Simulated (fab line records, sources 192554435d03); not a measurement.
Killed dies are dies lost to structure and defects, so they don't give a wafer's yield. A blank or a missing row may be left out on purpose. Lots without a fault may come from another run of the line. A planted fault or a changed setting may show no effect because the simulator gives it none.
Chamber matching | flow n5_finfet | N5_BEOL_M2_ILD_DEP_00 on pecvd-03: 3 sister chambers
The step deposits SiOC from DEMS/O2, target thk 79 nm, time 15.3 s. 3 wafers are shown with their chamber, then 12 later ones without.

WAFERS WITH THEIR CHAMBER
wafer  | chamber | throttle_valve_pct (%)
L089.1 | 0       | 13.0
L089.2 | 2       | 10.8
L089.3 | 1       | 12.1

WAFERS WITHOUT THEIR CHAMBER
wafer  | throttle_valve_pct (%)
L089.4 | 11.8
L089.5 | 10.7
L089.6 | 12.9
L095.1 | 13.2
L095.2 | 10.9
L095.3 | 12.0
L095.4 | 13.2
L095.5 | 10.6
L095.6 | 11.8
L097.1 | 12.1
L097.5 | 13.0
L097.6 | 10.8

WHICH CHAMBER EACH WENT THROUGH
wafer  | from the rows above | in truth
L089.4 | 1                   | 1
L089.5 | 2                   | 2
L089.6 | 0                   | 0
L095.1 | 0                   | 0
L095.2 | 2                   | 2
L095.3 | 1                   | 1
L095.4 | 0                   | 0
L095.5 | 2                   | 2
L095.6 | 1                   | 1
L097.1 | 1                   | 1
L097.5 | 0                   | 0
L097.6 | 2                   | 2
Placed correctly: 12 of 12. Can't be placed from these rows: 0. Placed wrongly: 0.
How it was worked out, from the rows above alone: a wafer's distance from a chamber is the root of the sum, over the readings, of the square of ((its reading less the chamber's mean) divided by the reading's scatter). The wafer belongs to the nearest chamber; if the next one is less than 2 further off, it can't be placed. A chamber's mean is the mean of its shown wafers. The scatter: with one shown wafer a chamber, the root of the mean of the squares of how far each hidden wafer lies from its nearest shown one.
